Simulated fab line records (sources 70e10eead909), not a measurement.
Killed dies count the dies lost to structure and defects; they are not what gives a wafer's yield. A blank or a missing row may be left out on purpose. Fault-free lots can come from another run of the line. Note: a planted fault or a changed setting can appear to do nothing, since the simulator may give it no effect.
fab line records	flow nandHarc	part 2 of 2: steps 5 to 6 of 6
record: lots: 19	wafers: 57	lastDay: 33
route steps=1302 shown A_STAIRCASE@705
lots with no fault: from the same line, run without faults
startH: hours from the record's opening day to when the first of the lot's shown wafers began	waitH: hours from the lot's prior step to this one	" the same as in the row above	L1.1+2: several wafers, shown together as one row	- no value present, or no start provided	* or withheld: withheld	< > ~ a bound
route shown NAME@n: a module of which the file shows steps, and the number in the route of the first	usual: mean/standard deviation of fault-free wafers	same: alike in all rows	chamber/n: place in a boat	sites: each site's reading	_std_site: how widely they spread, as a standard deviation	_edge_site: mean of outer sites minus mean of inner sites	radiusMm: how far each site lies from the wafer's centre	mask NAME#n: copy n	behind: the most recent tool/chamber to have shaped the wafer	hold: why the lot went on hold/how many hours it stayed there/how the hold came to an end	device: transistor that didn't switch, given as n, p or np	end of line: tests run on the same wafers once the route is complete	step lacking rows: just its recipe	killed: not the wafer's yield, but the dies lost to structure and defects at the first sort	map: the dies of a wafer, with x for killed, . for not killed, _ for no die there
set.NAME: setting as actually run; set.NAME@STEP: the setting as run at that earlier step	model.NAME: the simulator's own value behind a step, which no gauge read
a sample of lots followed through the steps of the route, with each step as a table and each wafer as a row
services: from which hour (startH, from the record's first day; less than 0 if before it) a tool's chamber was out of use, for how many hours, and why
== steps ==
step: NHARC_A_STAIRCASE_ETCH_444
recipe: targetDepthA: 2.04e+05	timeS: 6800	c4f8FlowSccm: 20	o2FlowSccm: 10	arFlowSccm: withheld	rfW: 600	biasW: 1000	chemistry: C4F8/O2
usual: oesProductAu: 0.931/0.018	rfVppV: 808/4.4
same: timeS: 6800
lot.wafer	tool	chamber	startH	waitH	oesProductAu	rfHoursCounterH	rfVppV
L075.2	rieDiel-01	3	442.83	1.0	0.912	14	812
L075.4	"	0	"	"	0.915	14	815
L075.5	"	2	"	"	0.914	-	807
L077.4	rieDiel-13	2	452.84	1.0	0.922	39	806
L077.3	"	3	"	"	0.930	40	808
L077.5	"	1	"	"	0.930	-	813
L078.3	rieDiel-01	1	465.69	0.1	0.923	21	809
L078.1	"	2	"	"	0.922	23	805
L078.4	"	0	"	"	0.920	21	815
L079.2	rieDiel-13	3	481.52	0.1	0.940	50	807
L079.1	"	0	"	"	0.914	49	810
L079.3	"	1	"	"	0.925	49	812
L080.2	rieDiel-06	2	482.80	1.1	0.916	54	807
L080.3	"	3	"	"	0.941	48	806
L080.5	"	0	"	"	0.939	-	802
L081.3	rieDiel-01	3	506.42	1.5	0.920	36	813
L081.5	"	0	"	"	0.932	-	813
L081.6	"	1	"	"	0.916	-	807
L083.3	rieDiel-01	3	525.41	0.1	0.917	45	811
L083.2	"	2	526.81	1.5	0.934	49	804
L083.6	"	0	"	"	0.927	-	813
L082.4	rieDiel-06	0	525.58	0.1	0.981	10	801
L082.2	"	2	"	"	0.974	9	807
L082.5	"	0	"	"	0.966	-	801
L084.3	rieDiel-06	3	539.67	0.5	0.922	15	805
L084.5	"	2	541.09	1.9	0.918	-	807
L084.6	"	3	"	"	0.921	-	805
L086.2	rieDiel-13	3	539.73	0.5	0.967	5	808
L086.5	"	2	541.15	1.9	0.967	-	807
L086.6	"	3	"	"	0.982	-	807
L087.3	rieDiel-06	3	546.59	1.5	0.913	20	806
L087.6	"	0	"	"	0.937	-	802
L087.5	"	1	"	"	0.912	-	815
L089.1	rieDiel-13	1	572.72	0.7	0.920	15	813
L089.5	"	0	573.99	2.0	0.909	-	808
L089.4	"	2	575.26	3.2	0.926	-	807
L088.1	rieDiel-01	3	572.84	1.0	0.959	2	813
L088.3	"	0	"	"	0.954	1	814
L088.6	"	1	"	"	0.960	-	807
L090.2	rieDiel-01	1	582.53	0.1	0.951	7	807
L090.3	"	0	583.93	1.5	0.961	6	814
L090.6	"	2	"	"	0.965	-	805
L092.2	rieDiel-01	0	608.75	0.3	0.925	15	814
L092.1	"	2	"	"	0.917	17	805
L092.5	"	0	"	"	0.916	-	812
L091.4	rieDiel-06	3	608.88	0.5	0.919	40	806
L091.3	"	0	"	"	0.934	43	801
L091.5	"	2	"	"	0.917	-	809
L093.1	rieDiel-06	3	611.27	2.9	0.928	44	804
L093.6	"	3	613.18	4.8	0.925	-	804
L093.5	"	0	"	"	0.933	-	801
L096.4	rieDiel-13	1	640.05	0.6	0.916	32	813
L096.3	"	2	"	"	0.929	28	805
L096.2	"	3	"	"	0.933	30	807
L097.3	rieDiel-13	3	653.97	0.1	0.945	34	806
L097.2	"	0	"	"	0.920	38	807
L097.6	"	0	656.36	2.4	0.925	-	806
step: NHARC_A_STAIRCASE_ETCHBACK_422
recipe: targetDepthA: 400	overEtchFrac: 0.3	timeS: 74.286	ionEnergyEv: 120	ch3fFlowSccm: 50	o2FlowSccm: 30	arFlowSccm: 200	rfW: 500	biasW: 100	chemistry: CH3F/O2
usual: drypumpMotorCurrentA: 5.7/0.34	mfcArSccm: 200.0/0.55	oesProductAu: 0.96/0.038	rfVppV: 244.9/1.4	showerheadPlenumPTorr: 2.50/0.083	throttleValvePct: 20.662/0.0091
same: timeS: 74.286
lot.wafer	tool	chamber	startH	waitH	drypumpMotorCurrentA	mfcArSccm	oesProductAu	rfHoursCounterH	rfVppV	showerheadPlenumPTorr	throttleValvePct
L075.2	rieDiel-06	2	447.65	0.2	6.2	200.0	0.91	41	243.1	2.47	20.664
L075.4	"	0	"	"	5.2	199.8	0.92	-	242.6	2.36	20.664
L075.5	"	3	"	"	5.3	200.7	0.92	-	243.6	2.45	20.673
L077.3	rieDiel-13	0	457.61	0.1	5.3	199.8	0.98	41	244.7	2.50	20.666
L077.4	"	3	"	"	5.9	199.7	1.02	41	244.3	2.48	20.662
L077.5	"	1	"	"	5.9	199.5	1.00	-	245.9	2.60	20.677
L078.3	rieDiel-06	3	471.48	0.2	5.3	199.9	0.93	44	245.6	2.44	20.672
L078.1	"	0	"	"	5.3	200.0	0.94	49	243.3	2.36	20.674
L078.4	"	2	"	"	6.2	200.2	0.92	49	246.1	2.46	20.642
L079.3	rieDiel-01	2	487.30	0.2	5.5	199.8	0.92	36	243.8	2.42	20.665
L079.2	"	3	"	"	6.1	200.9	0.92	32	246.3	2.60	20.659
L079.1	"	0	"	"	5.4	200.3	0.93	32	245.4	2.62	20.662
L080.3	rieDiel-01	3	487.57	0.1	6.1	200.4	0.92	32	247.3	2.60	20.657
L080.2	"	2	"	"	5.5	199.8	0.92	36	242.6	2.42	20.657
L080.5	"	0	"	"	5.4	200.5	0.92	-	247.5	2.62	20.666
L081.3	rieDiel-06	3	510.79	0.1	5.3	200.1	0.99	5	243.1	2.44	20.665
L081.6	"	1	"	"	5.6	199.5	0.99	-	247.3	2.66	20.652
L081.5	"	2	"	"	6.3	200.6	0.99	-	243.2	2.46	20.651
L083.2	rieDiel-06	0	531.11	0.2	5.2	200.0	1.01	13	241.2	2.35	20.655
L083.3	"	1	"	"	5.6	201.0	1.00	13	246.0	2.65	20.652
L083.6	"	0	"	"	5.2	200.6	1.00	-	243.2	2.35	20.677
L082.2	rieDiel-13	0	531.38	0.1	5.3	200.2	0.99	1	245.3	2.49	20.652
L082.4	"	2	"	"	5.5	199.9	1.00	1	244.7	2.46	20.665
L082.5	"	1	"	"	5.9	200.3	1.00	-	246.8	2.59	20.664
L084.3	rieDiel-06	2	544.94	0.2	6.2	199.5	0.92	18	245.0	2.45	20.658
L084.5	"	1	"	"	5.6	200.3	0.92	-	247.6	2.65	20.669
L084.6	"	2	"	"	6.2	199.7	0.91	-	246.2	2.45	20.664
L086.2	rieDiel-13	0	544.99	0.1	5.3	200.4	1.00	7	244.6	2.49	20.656
L086.5	"	3	"	"	5.9	199.5	1.02	-	245.0	2.47	20.676
L086.6	"	0	"	"	5.3	201.1	1.00	-	245.1	2.49	20.676
L087.3	rieDiel-01	2	550.90	0.1	5.5	200.1	0.92	59	245.4	2.41	20.671
L087.5	"	2	"	"	5.5	200.7	0.92	-	244.2	2.41	20.676
L087.6	"	3	"	"	6.1	199.1	0.92	-	245.2	2.59	20.671
L088.1	rieDiel-06	2	577.59	0.1	6.3	200.7	0.92	28	245.0	2.45	20.660
L088.3	"	1	"	"	5.6	199.4	0.92	31	248.6	2.65	20.663
L088.6	"	2	"	"	6.3	200.1	0.92	-	243.5	2.45	20.640
L089.4	rieDiel-01	2	578.81	0.2	5.5	199.7	0.99	6	244.0	2.41	20.671
L089.1	"	3	"	"	6.1	200.1	1.00	4	244.1	2.59	20.677
L089.5	"	2	"	"	5.5	200.7	0.99	-	244.1	2.41	20.657
L090.3	rieDiel-01	2	588.22	0.1	5.5	199.7	0.99	10	244.5	2.41	20.662
L090.2	"	0	"	"	5.4	199.6	1.00	7	246.3	2.61	20.663
L090.6	"	1	"	"	6.0	201.0	0.99	-	244.8	2.46	20.672
L091.4	rieDiel-01	3	614.20	0.1	6.1	199.6	0.92	16	245.6	2.58	20.664
L091.3	"	0	"	"	5.4	200.9	0.92	18	245.7	2.60	20.655
L091.5	"	0	"	"	5.4	200.2	0.92	-	245.5	2.60	20.662
L092.1	rieDiel-13	0	614.46	0.1	5.3	199.8	0.92	26	245.3	2.48	20.639
L092.2	"	3	"	"	5.9	200.3	0.94	25	243.6	2.46	20.659
L092.5	"	3	"	"	5.9	200.4	0.95	-	245.1	2.46	20.674
L093.1	rieDiel-13	3	617.12	0.2	5.9	200.0	0.93	25	243.7	2.46	20.681
L093.5	"	1	"	"	5.9	199.1	0.93	-	245.3	2.58	20.660
L093.6	"	0	"	"	5.3	199.7	0.92	-	245.0	2.48	20.658
L096.3	rieDiel-13	3	645.46	0.2	5.9	199.8	1.01	31	245.6	2.46	20.657
L096.4	"	0	"	"	5.3	199.5	0.99	35	245.9	2.48	20.673
L096.2	"	1	"	"	5.9	200.6	1.00	35	244.8	2.58	20.667
L097.3	rieDiel-13	0	659.72	0.1	5.2	199.6	0.99	42	244.1	2.48	20.662
L097.2	"	2	"	"	5.5	200.2	1.01	35	244.7	2.45	20.654
L097.6	"	1	"	"	5.9	200.5	1.00	-	246.1	2.58	20.655
== services ==
tool	chamber	startH	hours	kind
rieDiel-13	0	351.00	-	clean
rieDiel-13	1	351.00	-	clean
rieDiel-13	2	351.00	-	clean
rieDiel-13	2	351.00	-	consumableReplace:focusRing
rieDiel-13	3	351.00	-	clean
rieDiel-01	3	354.00	1.6	repair
rieDiel-06	1	370.89	3.9	repair
rieDiel-01	0	373.04	3.4	repair
rieDiel-13	0	375.66	-	clean
rieDiel-13	1	375.66	-	clean
rieDiel-13	2	375.66	-	clean
rieDiel-13	3	375.66	-	clean
rieDiel-01	-	380.82	9.0	pm
rieDiel-06	-	389.19	0.8	repair
rieDiel-06	2	401.85	4.8	repair
rieDiel-06	0	429.63	4.8	repair
rieDiel-06	-	484.70	9.0	pm
rieDiel-13	-	519.00	9.0	pm
rieDiel-01	-	557.82	9.0	pm
rieDiel-13	3	571.34	4.3	repair
rieDiel-13	0	583.55	8.3	repair
rieDiel-06	-	588.48	2.4	repair
rieDiel-01	0	636.26	1.2	repair
rieDiel-06	1	641.37	7.3	repair
